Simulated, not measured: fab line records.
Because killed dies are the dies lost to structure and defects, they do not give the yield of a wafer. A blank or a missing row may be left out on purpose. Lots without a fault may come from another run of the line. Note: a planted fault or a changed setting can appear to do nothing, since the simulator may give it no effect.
Struck lot and sound lot, side by side || flow n5_finfet || 15 steps out of a route of 1938
Sound: wafers L676.3, L676.4, L676.5. Struck: wafers L669.1, L669.2, L669.5. The cause is named last.
Each step with rows lists, per side, the tool, then ch with its chambers, then its first start. Under that, the readings that differ: sound wafers || struck wafers || difference of the means || sigmas: that difference in standard deviations of wafers without a fault.
alike: readings with means less than 2 such deviations apart, plus words and numbers identical on both sides. not compared: withheld readings, readings lacking a value on some wafer, bounds such as >300 that could conceal the same value, and numbers that have no deviation in the record and whose values overlap.
Wherever a step has rows on one side only, a row that says differs or no value, or a row with sigmas, the two part there. When numbers do not overlap yet have no deviation, they are printed without sigmas and do not part them. A reading that every wafer of one side lacks parts them only if that side has two wafers or more.

first, 7 steps without rows for these wafers: N5_BEOL_M8_COAT_71 (time 60 s, resist thk 5 nm); N5_BEOL_M8_COAT_22 (resist thk 30 nm); N5_BEOL_M8_EBR_24; N5_BEOL_M8_SOFTBAKE_23 (time 60 s); N5_BEOL_M8_EXPOSE_25 (exposes mask V7, target cd 40 nm); N5_BEOL_M8_PEB_26 (peb time 60 s); N5_BEOL_M8_DEVELOP_27 (develop time 30 s).
N5_BEOL_M8_CD_MEAS_28: target cd 40 nm.
  sound on cd_sem-03 ch 0, day 13 11:18; struck on cd_sem-02 ch 0, day 10 13:40
  alike: cd_nm
N5_BEOL_M8_OVL_MEAS_29:
  sound on overlay-02 ch 0, day 13 11:20; struck on overlay-02 ch 0, day 10 13:42
  alike: V7_OVL
N5_BEOL_M8_INSPECT_30: inspects for defects (brightfield).
  sound on defect_inspect-02, day 13 11:23; struck on defect_inspect-01, day 10 13:46
  alike: raw_defect_count
N5_BEOL_M8_DESCUM_33: chemistry O2, time 7 s.
  sound on rie_diel-02 ch 0,3, day 13 11:29; struck on rie_diel-06 ch 0,1,2, day 10 13:48
  alike: drypump_motor_current_A, oes_product_au, rf_vpp_V, showerhead_plenum_p_Torr, throttle_valve_pct
  not compared: rf_hours_counter_h
N5_BEOL_M8_ETCH_72: etches underlayer in N2/H2, target depth 6.5 nm, time 5.2 s.
  sound on rie_diel-02 ch 0,3, day 13 11:31; struck on rie_diel-06 ch 0,1,2, day 10 13:50
  alike: drypump_motor_current_A, etch_rf_on_time_s, n2_flow_sccm, oes_product_au, rf_fwd_power_W, rf_vpp_V, showerhead_plenum_p_Torr, throttle_valve_pct
  not compared: rf_hours_counter_h
N5_BEOL_M8_ETCH_65: etches SiARC in CF4, target depth 15.6 nm, time 26 s.
  sound on rie_diel-02 ch 0,3, day 13 11:32; struck on rie_diel-06 ch 0,1,2, day 10 13:51
{"reading": "etch_rf_on_time_s (s)", "sound": "25.7 26.0 25.8", "struck": "21.2 21.2 21.6", "difference": -4.5, "sigmas": -15}
{"reading": "oes_product_au (a.u.)", "sound": "0.60 0.60 0.60", "struck": "0.79 0.85 0.68", "difference": "+0.17", "sigmas": "+2"}
{"reading": "rf_fwd_power_W (W)", "sound": "531.6 530.8 531.5", "struck": "664.2 664.1 666.8", "difference": "+133.7", "sigmas": "+64"}
{"reading": "rf_vpp_V (V)", "sound": "183.2 184.0 184.2", "struck": "172.4 171.2 171.1", "difference": -12.2, "sigmas": -11}
  alike: drypump_motor_current_A, showerhead_plenum_p_Torr, throttle_valve_pct
  not compared: rf_hours_counter_h
N5_BEOL_M8_ETCH_66: etches SOC in N2/H2, target depth 80 nm, overetch 16 nm, time 120 s.
  sound on rie_diel-02 ch 0,3, day 13 11:34; struck on rie_diel-06 ch 0,1,2, day 10 13:52
  alike: drypump_motor_current_A, n2_flow_sccm, oes_product_au, rf_fwd_power_W, rf_vpp_V, showerhead_plenum_p_Torr, throttle_valve_pct
  not compared: rf_hours_counter_h
next, for these wafers, 1 step has no rows: N5_PASSIVATION_PROBE_49.

== WHERE THEY PART ==
At N5_BEOL_M8_ETCH_65 and nowhere else, as far as this record goes. Later steps at which nothing parts them and some readings are alike: N5_BEOL_M8_ETCH_66.

WHY: what the simulator had put in
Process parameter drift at N5_BEOL_M8_ETCH_65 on rie_diel-06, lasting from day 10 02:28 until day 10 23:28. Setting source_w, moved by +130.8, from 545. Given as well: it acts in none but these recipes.
